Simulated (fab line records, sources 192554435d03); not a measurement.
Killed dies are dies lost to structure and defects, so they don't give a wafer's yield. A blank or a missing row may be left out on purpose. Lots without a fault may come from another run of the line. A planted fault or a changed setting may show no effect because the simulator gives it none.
fab line records | flow n5_finfet
record lots=7 wafers=21
route steps=1938 shown BEOL_M6@1239 BEOL_M7@1302 BEOL_M9@1404 BEOL_M10@1488 BEOL_M11@1554
start_h: hours from the record's first day to the start of the lot's first wafer shown | wait_h: hours since the lot's step before | " the same as in the row above | L1.1+2: a row that stands for several wafers | - no value, or no start given | * or withheld: withheld | < > ~ a bound
route shown NAME@n: a module of which the file shows steps, and the number in the route of the first | usual: mean/standard deviation of fault-free wafers | same: alike in all rows | chamber/n: place in a boat | sites: the reading at each site | _std_site: their standard deviation | _edge_site: outer sites' mean less inner sites' | radius_mm: how far each site lies from the wafer's centre | mask NAME#n: copy n | behind: the tool/chamber that last shaped the wafer | hold: why the lot was held/for how many hours/how that ended | device: the transistor (n, p or np) that didn't switch | end of line: the same wafers' tests at the end of the route | a step without rows: its recipe alone | killed: dies lost to structure and defects at the first sort, not the wafer's yield | map: a wafer's dies, x killed, . not, _ none there
set.NAME: the setting as run; set.NAME@STEP: as run at that earlier step | model.NAME: the simulator's own value behind a step, which no gauge read
lots whose settings were changed on purpose; a table a step, a row a wafer
## steps
# step N5_BEOL_M6_TRENCH_ETCH_37
# recipe chemistry=C4F6/O2 target_depth_a=944.35 target=SiCOH_lowk time_s=31.5 ion_energy_ev=250 pressure_mtorr=30 source_w=345 bias_w=185 Ar_flow_sccm=300 C4F6_flow_sccm=10 O2_flow_sccm=10
# columns lot.wafer tool chamber start_h wait_h set.time_s model.etch.depth_nm model.BEOL_M6.feature_depth_nm
L081.1 rie_diel-06 0 - - 31.5 91.59 91.6
L081.5 " 0 " " 31.5 91.22 91.2
L081.6 " 1 " " 33.44 96.17 96.2
L079.1 rie_diel-06 1 - - 31.5 89.16 89.2
L079.3 " 2 " " 31.5 91.78 91.8
L079.4 " 3 " " 31.5 92.94 93
L080.2 rie_diel-04 0 - - 31.5 92.78 92.8
L080.5 " 2 " " 37.35 112.4 112.4
L080.6 " 3 " " 37.35 115.2 115.2
L077.3 rie_diel-06 1 - - 31.5 90.47 90.4
L077.5 " 0 " " 31.5 92.14 92.2
L077.6 " 1 " " 31.5 90.66 90.6
L085.1 rie_diel-06 1 - - 31.5 88.74 88.8
L085.2 " 3 " " 31.5 91.85 91.8
L085.5 " 0 " " 31.5 90.89 90.8
L086.1 rie_diel-02 2 - - 31.5 95.63 95.6
L086.5 " 3 " " 31.5 95.14 95.2
L086.6 " 2 " " 31.5 95.45 95.4
L088.1 rie_diel-06 1 - - 24.58 70.96 71
L088.2 " 3 " " 24.58 73.23 73.2
L088.5 " 3 " " 24.58 73.36 73.4
# step N5_BEOL_M6_ETCH_41
# recipe chemistry=CH3F/O2 target=SiCN target_depth_a=297 taper_deg=2 time_s=52 ion_energy_ev=120 mask_material=TiN pressure_mtorr=30 source_w=395 bias_w=75 Ar_flow_sccm=150 CH3F_flow_sccm=30 O2_flow_sccm=20
# step N5_BEOL_M6_STRIP_80
# recipe chemistry=N2/H2 time_s=10 power_w=450 temp_c=40 pressure_mtorr=20 rf_frequency_hz=6e+07 bias_power_w=7 n2_flow_sccm=200 h2_flow_sccm=200
# step N5_BEOL_M6_OCD_MEAS_38
# usual trench_depth_nm=93.1/2.2
# columns lot.wafer tool chamber start_h wait_h set.time_s@BEOL_M6_TRENCH_ETCH_37 trench_depth_nm
L081.1 ocd-01 - 228.15 - 31.5 91.0
L081.5 " - " " 31.5 91.1
L081.6 " - " " 33.44 96.3
L079.1 ocd-01 - 234.34 - 31.5 89.6
L079.3 " - " " 31.5 91.4
L079.4 " - " " 31.5 92.5
L080.2 ocd-02 - 238.73 - 31.5 93.1
L080.5 " - " " 37.35 112.0
L080.6 " - " " 37.35 114.8
L077.3 ocd-01 - 239.08 - 31.5 90.4
L077.5 " - " " 31.5 92.7
L077.6 " - " " 31.5 90.8
L085.1 ocd-02 - 261.22 - 31.5 88.6
L085.2 " - " " 31.5 91.7
L085.5 " - " " 31.5 90.9
L086.1 ocd-01 - 271.32 - 31.5 95.1
L086.5 " - " " 31.5 95.0
L086.6 " - " " 31.5 95.7
L088.1 ocd-01 - 285.61 - 24.58 71.4
L088.2 " - " " 24.58 73.3
L088.5 " - " " 24.58 73.1
# step N5_BEOL_M6_HM_STRIP_39
# recipe chemistry=peroxide_tin_strip material=TiN target_depth_a=250 temp_c=50 time_s=158
# step N5_BEOL_M6_SRD_40
# recipe time_s=30 temp_c=23 rinse_liquid=diw dry=ipa_marangoni
# step N5_BEOL_M6_ECD_50
# recipe material=Cu target_thk_a=3000
# step N5_BEOL_M6_ANNEAL_51
# recipe temp_c=225 time_s=90 ambient=N2
# step N5_BEOL_M6_CMP_52
# recipe stop_on=SiCOH_lowk t_overpolish_s=6.9 down_force_psi=1 platen_rpm=50 clearing_platen_down_force_psi=1.5 clearing_platen_rpm=50 post_cmp_clean=cu_alkaline target_thk_nm=80 clearing_platen_pad_velocity_m_s=0.99484 pad_velocity_m_s=0.99484
# columns lot.wafer tool chamber start_h wait_h set.time_s@BEOL_M6_TRENCH_ETCH_37 model.Cu_of_BEOL_M6_ECD_50.thk_nm
L081.1 cmp-01 2 230.93 0.3 31.5 76.6
L081.5 " 0 " " 31.5 76.8
L081.6 " 1 " " 33.44 81
L079.3 cmp-01 0 236.22 0.2 31.5 75.2
L079.1 " 1 " " 31.5 72.2
L079.4 " 3 " " 31.5 78
L080.2 cmp-03 1 240.84 0.3 31.5 79
L080.5 " 0 " " 37.35 97.2
L080.6 " 1 " " 37.35 101.4
L077.3 cmp-03 2 241.14 0.2 31.5 76.4
L077.6 " 1 " " 31.5 75.4
L077.5 " 2 " " 31.5 78.8
L085.1 cmp-02 1 263.70 0.3 31.5 73
L085.2 " 3 " " 31.5 76.4
L085.5 " 0 " " 31.5 77.2
L086.1 cmp-03 3 273.67 0.3 31.5 82.4
L086.5 " 1 " " 31.5 81.4
L086.6 " 2 " " 31.5 81.6
L088.1 cmp-03 2 288.58 0.3 24.58 57.8
L088.2 " 3 " " 24.58 60.6
L088.5 " 1 " " 24.58 58.6
# step N5_BEOL_M6_THK_MEAS_53
# recipe thk_meas_gauge=xrf reads=Cu_of_BEOL_M6_ECD_50
# usual M6_THK=79.6/2.9
# columns lot.wafer tool chamber start_h wait_h set.time_s@BEOL_M6_TRENCH_ETCH_37 M6_THK[nm]
L081.1 film_metro-01 - 231.15 - 31.5 78.0
L081.5 " - " " 31.5 78.1
L081.6 " - " " 33.44 82.7
L079.1 film_metro-02 - 236.51 - 31.5 72.9
L079.3 " - " " 31.5 76.0
L079.4 " - " " 31.5 78.8
L080.2 film_metro-01 - 241.10 - 31.5 80.5
L080.5 " - " " 37.35 98.9
L080.6 " - " " 37.35 102.6
L077.3 film_metro-01 - 241.40 - 31.5 76.5
L077.5 " - " " 31.5 79.3
L077.6 " - " " 31.5 75.7
L085.1 film_metro-01 - 263.96 - 31.5 73.2
L085.2 " - " " 31.5 77.2
L085.5 " - " " 31.5 78.1
L086.1 film_metro-02 - 273.88 - 31.5 84.4
L086.5 " - " " 31.5 83.6
L086.6 " - " " 31.5 83.8
L088.1 film_metro-01 - 288.80 - 24.58 58.1
L088.2 " - " " 24.58 61.0
L088.5 " - " " 24.58 59.1
# step N5_BEOL_M6_PRE_CLEAN_55
# recipe gas=NH3 time_s=15 temp_c=withheld rf_power_w=300
# step N5_BEOL_M6_DEP_56
# recipe material=SiCN target_thk_a=100 temp_c=withheld precursor=3MS/NH3 pressure_torr=3 rf_w=202 time_s=17.5
# step N5_BEOL_M6_RS_MEAS_57
# recipe thk_meas_gauge=four-point-probe reads=Cu_of_BEOL_M6_ECD_50+Co_of_BEOL_M6_CVD_78+TaN_of_BEOL_M6_ALD_77
# usual M6_RS=0.292/0.012
# columns lot.wafer tool chamber start_h wait_h set.time_s@BEOL_M6_TRENCH_ETCH_37 M6_RS[ohm/sq]
L081.1 film_metro-02 - 231.28 0.1 31.5 0.301
L081.5 " - " " 31.5 0.301
L081.6 " - " " 33.44 0.282
L079.1 film_metro-02 - 236.64 0.1 31.5 0.323
L079.3 " - " " 31.5 0.308
L079.4 " - " " 31.5 0.295
L080.2 film_metro-01 - 241.23 0.1 31.5 0.289
L080.5 " - " " 37.35 0.228
L080.6 " - " " 37.35 0.218
L077.3 film_metro-02 - 241.62 0.1 31.5 0.302
L077.5 " - " " 31.5 0.291
L077.6 " - " " 31.5 0.307
L085.1 film_metro-01 - 264.09 0.1 31.5 0.318
L085.2 " - " " 31.5 0.302
L085.5 " - " " 31.5 0.297
L086.1 film_metro-02 - 274.02 0.1 31.5 0.277
L086.5 " - " " 31.5 0.280
L086.6 " - " " 31.5 0.280
L088.1 film_metro-01 - 288.93 0.1 24.58 0.422
L088.2 " - " " 24.58 0.398
L088.5 " - " " 24.58 0.415
# step N5_BEOL_M7_ETCH_66
# recipe chemistry=N2/H2 target=SOC target_depth_a=800 overetch_a=160 mask_material=SiARC temp_c=40 time_s=120 ion_energy_ev=200 pressure_mtorr=30 source_w=840 bias_w=150 n2_flow_sccm=200 h2_flow_sccm=200
# usual rf_vpp_V=523.8/2.2
# columns lot.wafer tool chamber start_h wait_h set.bias_w rf_vpp_V
L081.1 rie_diel-01 0 238.15 0.0 150 522.9
L081.5 " 3 " " 174.5 578.1
L081.6 " 0 " " 150 522.5
L079.1 rie_diel-03 1 243.77 0.0 150 522.8
L079.3 " 2 " " 150 524.0
L079.4 " 3 " " 150 528.6
L077.3 rie_diel-05 3 246.07 0.0 142.9 509.9
L077.5 " 1 " " 150 526.0
L077.6 " 0 " " 150 521.3
L080.2 rie_diel-03 2 246.11 0.0 171.4 570.2
L080.5 " 1 " " 150 523.4
L080.6 " 2 " " 171.4 569.2
L085.1 rie_diel-03 1 268.54 0.0 150 522.5
L085.2 " 2 " " 171.6 569.2
L085.5 " 2 " " 171.6 570.1
L086.1 rie_diel-03 0 277.97 0.0 150 524.6
L086.5 " 1 " " 125.5 467.0
L086.6 " 2 " " 150 523.7
L088.1 rie_diel-05 1 292.26 0.0 172.3 574.1
L088.2 " 3 " " 150 525.7
L088.5 " 2 " " 172.3 569.5
# step N5_BEOL_M9_PECVD_70
# recipe material=SiO2 target_thk_a=200 temp_c=400 precursor=TEOS/O2 pressure_torr=5.5 rf_w=450 teos_flow_sccm=53.8 gas=O2 flow_sccm=3000 time_s=22.7
# columns lot.wafer tool chamber start_h wait_h set.temp_c model.SiO2_of_BEOL_M9_PECVD_70.thk_nm
L081.1 pecvd-04 2 254.38 0.0 394.7 20.8
L081.5 " 0 " " 394.7 21
L081.6 " 1 " " 400 20.4
L079.1+4 pecvd-04 2 258.75 0.0 400 20.2
L079.3 " 1 " " 400 20
L080.2+5 pecvd-01 1 260.54 0.0 400 19.8
L080.6 " 0 " " 400 20.4
L077.3 pecvd-01 0 263.41 0.0 409 19.2
L077.5 " 2 " " 409 18.8
L077.6 " 0 " " 400 20.2
L085.1 pecvd-03 0 279.04 0.0 394.2 20.8
L085.2 " 1 " " 400 20.2
L085.5 " 0 " " 394.2 21.2
L086.1 pecvd-01 2 292.43 0.0 405.6 19.2
L086.5 " 0 " " 400 20.8
L086.6 " 1 " " 400 20.6
L088.1 pecvd-01 2 305.85 0.0 406.9 19
L088.2+5 " 0,1 " " 400 20
# step N5_BEOL_M9_HM_DEP_02
# recipe material=TiN target_thk_a=200 temp_c=25 chamber_pressure_pa=0.49996
# step N5_BEOL_M9_COAT_59
# recipe resist=SOC temp_c=250 time_s=60 spin_rpm=1500 resist_thk_nm=100
# step N5_BEOL_M9_STRIP_80
# recipe chemistry=N2/H2 time_s=10 power_w=450 temp_c=40 pressure_mtorr=20 rf_frequency_hz=6e+07 bias_power_w=7 n2_flow_sccm=200 h2_flow_sccm=200
# step N5_BEOL_M9_HM_STRIP_39
# recipe chemistry=peroxide_tin_strip material=TiN target_depth_a=250 temp_c=50 time_s=158
# columns lot.wafer tool chamber start_h wait_h set.temp_c@BEOL_M9_PECVD_70 model.SiO2_of_BEOL_M9_PECVD_70.thk_nm
L081.1 wet_bench-03 0 257.83 0.0 394.7 20.6
L081.5 " 1 " " 394.7 20.8
L081.6 " 6 " " 400 20.2
L079.1+3+4 wet_bench-04 2,4,6 261.24 0.0 400 20
L080.2 wet_bench-03 6 263.46 0.0 400 19.6
L080.5 " 3 " " 400 19.8
L080.6 " 5 " " 400 20.2
L077.3 wet_bench-05 0 267.06 0.0 409 19
L077.5 " 7 " " 409 18.6
L077.6 " 5 " " 400 20.2
L085.1 wet_bench-05 7 285.66 0.0 394.2 20.6
L085.2 " 2 " " 400 20
L085.5 " 3 " " 394.2 21
L086.1 wet_bench-04 2 296.55 0.0 405.6 19
L086.5 " 4 " " 400 20.6
L086.6 " 0 " " 400 20.4
L088.1 wet_bench-04 4 308.91 0.0 406.9 18.8
L088.2 " 5 " " 400 20
L088.5 " 7 " " 400 19.8
# step N5_BEOL_M10_ETCH_62
# recipe chemistry=N2/H2 target=SOC target_depth_a=1100 overetch_a=220 mask_material=SiARC temp_c=40 time_s=165 ion_energy_ev=200 pressure_mtorr=30 source_w=840 bias_w=150 n2_flow_sccm=200 h2_flow_sccm=200
# columns lot.wafer tool chamber start_h wait_h set.time_s model.SiARC_of_BEOL_M10_COAT_60.thk_nm
L081.1 rie_diel-02 0 264.05 0.0 165 24
L081.5 " 3 " " 165 23.4
L081.6 " 0 " " 165 23.8
L079.1+4 rie_diel-04 2,1 268.04 0.0 165 23.6
L079.3 " 3 " " 165 23.2
L080.2 rie_diel-06 2 269.55 0.0 189.9 23.2
L080.5 " 2 " " 189.9 23
L080.6 " 1 " " 165 24
L077.3+5 rie_diel-02 2 272.31 0.0 180.5 22.8
L077.6 " 3 " " 165 23.4
L085.1+2+5 rie_diel-06 0,3,0 291.38 0.0 165 23.6
L086.1 rie_diel-04 3 301.44 0.0 151.2 23.8
L086.5 " 1 " " 165 23.6
L086.6 " 0 " " 151.2 24.2
L088.1 rie_diel-02 2 313.81 0.0 144.6 24.4
L088.2 " 0 " " 165 23.8
L088.5 " 1 " " 144.6 24.6
# step N5_BEOL_M10_COAT_22
# recipe resist=CAR-ArF spin_rpm=1500 resist_thk_nm=90
# columns lot.wafer tool chamber start_h wait_h set.spin_rpm model.CAR-ArF_of_BEOL_M10_COAT_22.thk_nm
L081.1+5+6 litho_track-04 0 - - 1500 90.4
L080.2 litho_track-01 0 - - 1500 89.4
L080.5 " 0 " " 1500 89.6
L080.6 " 0 " " 1500 89.8
L079.1 litho_track-05 0 - - 1500 89.6
L079.3 " 0 " " 1500 89.8
L079.4 " 0 " " 1500 90
L077.3 litho_track-05 0 - - 1500 90
L077.5 " 0 " " 1405 92.6
L077.6 " 0 " " 1405 92.8
L085.1+2 litho_track-04 0 - - 1500 90
L085.5 " 0 " " 1500 90.2
L086.1+5 litho_track-01 0 - - 1602 86.8
L086.6 " 0 " " 1500 89.8
L088.1 litho_track-04 0 - - 1500 90.4
L088.2+5 " 0 " " 1580 87.8
# step N5_BEOL_M10_EBR_24
# recipe solvent=PGMEA ebr_width_mm=1.5
# step N5_BEOL_M10_SOFTBAKE_23
# recipe temp_c=110 time_s=60 resist=CAR-ArF
# step N5_BEOL_M10_EXPOSE_25
# recipe mask_id=V9 na=1.35 source_shape=annular sigma_inner=0.5 sigma_outer=0.8 polarization=unpolarized dose_mj=85.5
# step N5_BEOL_M10_PEB_26
# recipe peb_temp_c=withheld peb_time_s=60 resist=CAR-ArF
# step N5_BEOL_M10_DEVELOP_27
# recipe develop_time_s=30 developer=TMAH resist=CAR-ArF rinse_liquid=diw dry=air_spin dev_temp_c=23
# columns lot.wafer tool chamber start_h wait_h set.spin_rpm@BEOL_M10_COAT_22 model.CAR-ArF_of_BEOL_M10_COAT_22.thk_nm
L081.1 litho_track-04 0 - - 1500 88.8
L081.5+6 " 0 " " 1500 88.6
L080.2+5 litho_track-05 0 - - 1500 87.8
L080.6 " 0 " " 1500 88
L079.1 litho_track-01 0 - - 1500 88
L079.3+4 " 0 " " 1500 88.2
L077.3 litho_track-01 0 - - 1500 88.2
L077.5 " 0 " " 1405 90.8
L077.6 " 0 " " 1405 91.2
L085.1 litho_track-05 0 - - 1500 88.2
L085.2 " 0 " " 1500 88.4
L085.5 " 0 " " 1500 88.6
L086.1+5 litho_track-01 0 - - 1602 85
L086.6 " 0 " " 1500 88
L088.1 litho_track-05 0 - - 1500 88.6
L088.2+5 " 0 " " 1580 86.2
# step N5_BEOL_M10_DESCUM_33
# recipe chemistry=O2 time_s=7.9 source_power_w=50 bias_power_w=20 pressure_mtorr=20 rf_frequency_hz=2.712e+07 temp_c=40 resist=CAR-ArF o2_flow_sccm=225
# columns lot.wafer tool chamber start_h wait_h set.spin_rpm@BEOL_M10_COAT_22 model.CAR-ArF_of_BEOL_M10_COAT_22.thk_nm
L081.1+5 rie_diel-02 2,3 266.58 0.0 1500 84
L081.6 " 2 " " 1500 83.8
L080.2+5+6 rie_diel-04 2,2,3 270.75 0.1 1500 83
L079.1 rie_diel-02 2 271.29 0.4 1500 83.2
L079.3 " 0 " " 1500 83.4
L079.4 " 3 " " 1500 83.6
L077.3 rie_diel-04 2 273.08 0.1 1500 83.4
L077.5 " 3 " " 1405 85.8
L077.6 " 0 " " 1405 86.4
L085.1+2 rie_diel-04 1,3 292.28 0.0 1500 83.4
L085.5 " 1 " " 1500 83.8
L086.1 rie_diel-06 3 302.62 0.2 1602 80.2
L086.5 " 1 " " 1602 80.4
L086.6 " 2 " " 1500 83.2
L088.1 rie_diel-02 1 315.06 0.4 1500 83.8
L088.2+5 " 0,2 " " 1580 81.4
# step N5_BEOL_M11_ETCH_62
# recipe chemistry=N2/H2 target=SOC target_depth_a=1100 overetch_a=220 mask_material=SiARC temp_c=40 time_s=165 ion_energy_ev=200 pressure_mtorr=30 source_w=840 bias_w=150 n2_flow_sccm=200 h2_flow_sccm=200
# columns lot.wafer tool chamber start_h wait_h set.time_s
L081.1+5 rie_diel-03 2,0 272.85 0.0 165
L081.6 " 1 " " 154.1
L080.2+6 rie_diel-05 3 276.48 0.0 165
L080.5 " 2 " " 186.9
L079.1+3+4 rie_diel-01 3,2,0 276.60 0.0 165
L077.3+5+6 rie_diel-03 0,3,2 278.92 0.0 165
L085.1+5 rie_diel-03 3,2 297.57 0.0 145.4
L085.2 " 0 " " 165
L086.1 rie_diel-01 0 308.21 0.0 191
L086.5+6 " 1,0 " " 165
L088.1 rie_diel-05 0 320.89 0.0 165
L088.2+5 " 2,0 " " 182.9
# step N5_BEOL_M11_STRIP_68
# recipe chemistry=N2/H2 temp_c=40 n2_flow_sccm=200 h2_flow_sccm=200 rf_frequency_hz=6e+07
# step N5_BEOL_M11_STRIP_67
# recipe chemistry=CF4 resist=SiARC power_w=300 bias_power_w=75 pressure_mtorr=50 cf4_flow_sccm=150 rf_frequency_hz=6e+07
# step N5_BEOL_M11_HM_OPEN_17
# recipe chemistry=Cl2/BCl3 target_depth_a=200 overetch_a=60 target=TiN mask_material=SOC ion_energy_ev=150 pressure_mtorr=10 icp_w=1000 bias_w=126 Cl2_flow_sccm=53.25 bcl3_flow_sccm=21.75 Ar_flow_sccm=25
# columns lot.wafer tool chamber start_h wait_h set.time_s@BEOL_M11_ETCH_62 model.etch.depth_nm
L081.1 rie_metal-02 0 273.04 0.0 165 20.02
L081.5 " 1 " " 165 20.18
L081.6 " 0 " " 154.1 19.83
L080.2 rie_metal-01 0 276.67 0.0 165 20
L080.5 " 0 " " 186.9 17.84
L080.6 " 1 " " 165 20.26
L079.1 rie_metal-01 0 276.78 0.0 165 19.62
L079.3 " 1 " " 165 19.55
L079.4 " 0 " " 165 19.78
L077.3 rie_metal-01 1 279.14 0.1 165 19.99
L077.5 " 1 " " 165 19.92
L077.6 " 0 " " 165 20.26
L085.1 rie_metal-01 1 297.75 0.0 145.4 20.49
L085.2 " 0 " " 165 20.24
L085.5 " 0 " " 145.4 20.6
L086.1 rie_metal-03 0 308.40 0.0 191 17.26
L086.5 " 0 " " 165 20.15
L086.6 " 1 " " 165 19.79
L088.1 rie_metal-03 0 321.08 0.0 165 20.3
L088.2 " 1 " " 182.9 18.53
L088.5 " 0 " " 182.9 18.6
## key
split step=N5_BEOL_M6_TRENCH_ETCH_37 setting=time_s stated=31.5 by=wafer
response step=N5_BEOL_M6_TRENCH_ETCH_37 reading=model.etch.depth_nm change=+1.1 per=1% r=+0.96
response step=N5_BEOL_M6_TRENCH_ETCH_37 reading=model.BEOL_M6.feature_depth_nm change=+1.1 per=1% r=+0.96
response step=N5_BEOL_M6_OCD_MEAS_38 reading=trench_depth_nm change=+1.07 per=1% r=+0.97
response step=N5_BEOL_M6_CMP_52 reading=model.Cu_of_BEOL_M6_ECD_50.thk_nm change=+1.05 per=1% r=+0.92
response step=N5_BEOL_M6_THK_MEAS_53 reading=M6_THK change=+1.06 per=1% r=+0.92
response step=N5_BEOL_M6_RS_MEAS_57 reading=M6_RS change=-0.00351 per=1% r=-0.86
split step=N5_BEOL_M7_ETCH_66 setting=bias_w stated=150 by=wafer
response step=N5_BEOL_M7_ETCH_66 reading=rf_vpp_V change=+3.31 per=1% r=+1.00
split step=N5_BEOL_M9_PECVD_70 setting=temp_c stated=400 by=wafer
response step=N5_BEOL_M9_PECVD_70 reading=model.SiO2_of_BEOL_M9_PECVD_70.thk_nm change=-0.602 per=1% r=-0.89
response step=N5_BEOL_M9_HM_STRIP_39 reading=model.SiO2_of_BEOL_M9_PECVD_70.thk_nm change=-0.647 per=1% r=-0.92
split step=N5_BEOL_M10_ETCH_62 setting=time_s stated=165 by=wafer
response step=N5_BEOL_M10_ETCH_62 reading=model.SiARC_of_BEOL_M10_COAT_60.thk_nm change=-0.0579 per=1% r=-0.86
split step=N5_BEOL_M10_COAT_22 setting=spin_rpm stated=1500 by=wafer
response step=N5_BEOL_M10_COAT_22 reading=model.CAR-ArF_of_BEOL_M10_COAT_22.thk_nm change=-0.447 per=1% r=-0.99
response step=N5_BEOL_M10_DEVELOP_27 reading=model.CAR-ArF_of_BEOL_M10_COAT_22.thk_nm change=-0.444 per=1% r=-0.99
response step=N5_BEOL_M10_DESCUM_33 reading=model.CAR-ArF_of_BEOL_M10_COAT_22.thk_nm change=-0.432 per=1% r=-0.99
split step=N5_BEOL_M11_ETCH_62 setting=time_s stated=165 by=wafer
response step=N5_BEOL_M11_HM_OPEN_17 reading=model.etch.depth_nm change=-0.129 per=1% r=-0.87
